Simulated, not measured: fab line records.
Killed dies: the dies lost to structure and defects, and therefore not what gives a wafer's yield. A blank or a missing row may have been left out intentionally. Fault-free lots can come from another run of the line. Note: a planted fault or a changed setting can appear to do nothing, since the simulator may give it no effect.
What tool caused it? :: flow n5-finfet :: Sampling: 12 lots, 36 wafers, 2 of 1938 route steps

## WHAT THE GAUGES SHOWED, per wafer
N5_BEOL_M10_CD_MEAS_28 targets a cd of 70 nm.
lot: L076
measured: day 10 18:31
on: cd-sem-02
cd-nm (nm): 71.2 70.3 70.2

lot: L077
measured: day 11 04:59
on: cd-sem-03
cd-nm (nm): 69.7 70.1 70.5

lot: L078
measured: day 12 02:34
on: cd-sem-02
cd-nm (nm): 70.5 71.3 69.3

lot: L080
measured: day 12 08:38
on: cd-sem-01
cd-nm (nm): 69.3 68.9 70.9

lot: L083
measured: day 12 17:12
on: cd-sem-01
cd-nm (nm): 70.5 70.9 70.9

lot: L084
measured: day 12 19:32
on: cd-sem-02
cd-nm (nm): 71.8 70.8 71.4

lot: L086
measured: day 13 16:53
on: cd-sem-02
cd-nm (nm): 69.9 70.0 70.6

lot: L089
measured: day 14 02:26
on: cd-sem-03
cd-nm (nm): 70.1 69.0 68.9

lot: L091
measured: day 14 12:06
on: cd-sem-02
cd-nm (nm): 69.8 70.7 70.5

lot: L095
measured: day 15 10:35
on: cd-sem-02
cd-nm (nm): 70.9 69.8 69.7

lot: L096
measured: day 15 23:43
on: cd-sem-01
cd-nm (nm): 72.0 71.9 72.3

lot: L097
measured: day 16 11:26
on: cd-sem-03
cd-nm (nm): 71.6 70.7 71.2

## WHICH TOOL RAN EACH LOT (tool, then ch and the chambers of the sampled wafers, then the start)
lot: L076
N5_BEOL_M10_PECVD_70: pecvd-03 ch 0,1,2, day 10 15:06

lot: L077
N5_BEOL_M10_PECVD_70: pecvd-01 ch 0,1,2, day 11 01:49

lot: L078
N5_BEOL_M10_PECVD_70: pecvd-02 ch 0,2, day 11 22:12

lot: L080
N5_BEOL_M10_PECVD_70: pecvd-03 ch 0,2, day 12 05:02

lot: L083
N5_BEOL_M10_PECVD_70: pecvd-03 ch 0,1,2, day 12 14:39

lot: L084
N5_BEOL_M10_PECVD_70: pecvd-01 ch 0,2, day 12 16:38

lot: L086
N5_BEOL_M10_PECVD_70: pecvd-03 ch 0,1, day 13 10:56

lot: L089
N5_BEOL_M10_PECVD_70: pecvd-03 ch 0,1,2, day 14 00:31

lot: L091
N5_BEOL_M10_PECVD_70: pecvd-03 ch 0,1, day 14 09:41

lot: L095
N5_BEOL_M10_PECVD_70: pecvd-01 ch 0,1,2, day 15 09:10

lot: L096
N5_BEOL_M10_PECVD_70: pecvd-01 ch 0,1,2, day 15 18:23

lot: L097
N5_BEOL_M10_PECVD_70: pecvd-03 ch 0,1,2, day 16 06:20
- N5_BEOL_M10_PECVD_70: deposits SiO2 from TEOS/O2, target thk 20 nm, time 22.7 s.

## THE ANSWER, worked out from the rows above alone
Rule: the lots themselves supply what counts as usual. Put in order of their means at a reading, lots are off if they are a third of the lots or fewer, leave a main group of 4 or more, and stand apart from it by a gap of 3 or more times the standard deviation of the main group's means; of several such gaps the widest counts. A main group whose means are all the same, to the digits that the tables above print for the reading, isn't used. A lot without any number at a reading at which 4 lots or more have one is off too. All remaining lots with rows at the step are treated as sound.
Across all readings shown, no lot is off: no conclusion can be drawn from this.

## WHAT THE SIMULATOR HAD PUT IN
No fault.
